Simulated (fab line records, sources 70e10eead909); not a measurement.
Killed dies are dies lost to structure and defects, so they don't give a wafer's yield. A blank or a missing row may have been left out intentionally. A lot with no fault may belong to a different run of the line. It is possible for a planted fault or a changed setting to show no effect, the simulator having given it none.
A struck lot beside a sound one || flow nandHarc || 15 out of 1302 route steps
Sound: these wafers, L948.3, L948.4, L948.5. Struck: wafer L957.5 (left out: L957.2, L957.4 of the same lot, which were not struck); the cause appears at the end.
Per side, at each step with rows, come the tool, then ch with its chambers, and then its first start. Under that, the readings that differ: sound wafers || struck wafers || difference of the means || sigmas: that difference in standard deviations of wafers without a fault.
alike: a reading whose means differ by less than 2 such deviations, as well as words and numbers matching on both sides. not compared: withheld readings; readings where some wafer has no value; bounds like >300 that might hide an equal value; numbers whose values overlap and for which the record gives no deviation.
The two part at a step that has a row with sigmas, a row that says differs or no value, or rows on one side only. When numbers do not overlap yet have no deviation, they are printed without sigmas and do not part them. A reading missing from all wafers of one side parts the sides only when that side holds two or more wafers.

first, 5 steps without rows for these wafers: NHARC_A_CONTACT_SOFTBAKE_37 (time 55 s); NHARC_A_CONTACT_EBR_38; NHARC_A_CONTACT_EXPOSE_39 (exposes mask A CC 3); NHARC_A_CONTACT_PEB_40 (peb time 65 s); NHARC_A_CONTACT_DEVELOP_41 (develop time 35 s).
NHARC_A_CONTACT_CD_MEAS_42: the cd target is 300 nm.
  sound on cdSem-03 ch 0, day 21 23:31; struck on cdSem-02 ch 0, day 26 01:16
  alike: cdNm
NHARC_A_CONTACT_OVL_MEAS_43:
  struck on overlay-01, day 26 01:22; sound on overlay-02, day 21 23:36
{"reading": "overlayXNm (nm)", "sound": "1.3 1.2 1.1", "struck": -1.5, "difference": -2.7, "sigmas": -3}
  alike: overlayYNm
NHARC_A_CONTACT_INSPECT_44:
  struck on defectInspect-01, day 26 01:23; sound on defectInspect-02, day 21 23:38
  alike: rawDefectCount
NHARC_A_CONTACT_DESCUM_47: chemistry O2, time 3 s.
  sound on rieDiel-04 ch 1,2, day 21 23:43; struck on rieDiel-07 ch 0, day 26 01:27
{"reading": "drypumpMotorCurrentA (A)", "sound": "5.4 5.7 5.4", "struck": 6.2, "difference": "+0.7", "sigmas": "+2"}
  alike: oesProductAu, rfVppV, showerheadPlenumPTorr, throttleValvePct
  not compared: rfHoursCounterH
NHARC_A_CONTACT_ETCH_48: etches the open film in CF4, target depth 39 nm, time 65 s.
  sound on rieDiel-04 ch 0,1,3, day 21 23:47; struck on rieDiel-07 ch 3, day 26 01:32
  alike: drypumpMotorCurrentA, oesProductAu, rfFwdPowerW, rfVppV, showerheadPlenumPTorr, throttleValvePct
  not compared: rfHoursCounterH
NHARC_A_CONTACT_ETCH_49: etches the open film in N2/H2, target depth 260 nm, time 475.3 s.
  sound on rieDiel-04 ch 1,2,3; struck on rieDiel-07 ch 3
{"reading": "rfFwdPowerW (W)", "sound": "399.8 401.1 399.6", "struck": 397.9, "difference": -2.3, "sigmas": -2}
{"reading": "throttleValvePct (%)", "sound": "14.190 14.178 14.173", "struck": 14.153, "difference": -0.027, "sigmas": -3}
  alike: drypumpMotorCurrentA, n2FlowSccm, oesProductAu, rfVppV, showerheadPlenumPTorr
  not compared: rfHoursCounterH
NHARC_A_CONTACT_ETCH_50: etches the open film in CF4/CHF3, target depth 121 nm, time 60.5 s.
  sound on rieDiel-04 ch 0,2,3; struck on rieDiel-07 ch 0
  alike: drypumpMotorCurrentA, oesProductAu, rfFwdPowerW, rfVppV, showerheadPlenumPTorr, throttleValvePct
  not compared: rfHoursCounterH
NHARC_A_CONTACT_ETCH_51: etches the open film in O2/COS, target depth 7000 nm, time 1820 s.
  sound on rieDiel-04 ch 2,3, day 22 00:19; struck on rieDiel-07 ch 3, day 26 02:12
{"reading": "oesProductAu (a.u.)", "sound": "1.014 0.993 0.993", "struck": 0.826, "difference": -0.174, "sigmas": -21}
  alike: drypumpMotorCurrentA, rfFwdPowerW, rfVppV, showerheadPlenumPTorr, throttleValvePct
  not compared: rfHoursCounterH
NHARC_A_CONTACT_ETCH_111: etches the open film in C4F8/O2/Ar, time 140 s, target depth 700 nm.
  sound on harCapEtch-02 ch 0,1, day 22 01:35; struck on harCapEtch-02 ch 0, day 26 03:17
  not compared: rfHoursCounterH
-- record jumps: 3 days between struck wafers' starts before vs after; left off in module A_CONTACT, resumes in module END, first step shown is number 1302 of the route --
NHARC_END_SORT_01:
  the record has rows for the struck wafers here (prober-01 ch 0, day 29 05:37) and none for the sound ones

== WHERE THEY PART ==
First at NHARC_A_CONTACT_OVL_MEAS_43; last, within this record, at NHARC_END_SORT_01.

WHY: what the simulator had put in
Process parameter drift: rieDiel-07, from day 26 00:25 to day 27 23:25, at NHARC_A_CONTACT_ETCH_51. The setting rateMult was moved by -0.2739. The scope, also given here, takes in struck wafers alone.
